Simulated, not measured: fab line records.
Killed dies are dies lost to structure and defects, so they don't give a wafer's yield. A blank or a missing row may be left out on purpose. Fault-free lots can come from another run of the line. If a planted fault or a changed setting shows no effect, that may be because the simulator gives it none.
Matching of chambers -- flow nandHarc -- pecvd-04 running NHARC_A_STAIRCASE_DEP_259: 3 sister chambers
The step deposits SiON, target thk 30 nm. 6 wafers are shown with their chamber, then 8 later ones without.

WAFERS, EACH WITH ITS CHAMBER
wafer,chamber,heaterPowerOuterW (W),heaterPowerW (W)
L079.2,2,302,577
L082.5,1,603,905
L080.1,2,369,688
L080.2,1,604,936
L080.3,0,472,807
L083.2,0,475,794

WAFERS WITHOUT THEIR CHAMBER
wafer,heaterPowerOuterW (W),heaterPowerW (W)
L083.3,311,614
L083.5,321,608
L090.2,510,781
L090.3,460,791
L090.6,517,797
L096.3,429,746
L096.5,578,909
L096.6,417,770

CHAMBER TAKEN BY EACH
wafer,from the rows above,in truth
L083.3,2,2
L083.5,2,2
L090.2,0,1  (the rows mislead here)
L090.3,0,0
L090.6,0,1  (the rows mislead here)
L096.3,0,0
L096.5,1,1
L096.6,can't be placed: 0 or 2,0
Correct placement for 5 of the 8. From these rows, 1 cannot be placed; in 1 the true chamber is one of the candidates. 2 placed wrongly.
How it was worked out, from the rows above alone: a wafer's distance from a chamber is the root of the sum, over the readings, of the square of ((its reading less the chamber's mean) divided by the reading's scatter). The wafer belongs to the nearest chamber; if the next one is less than 2 further off, it can't be placed. Each chamber's mean is taken over the wafers shown for it. The scatter: the root of (the sum of the squares of (reading less its chamber's mean) over the shown wafers, divided by (wafers less chambers)).
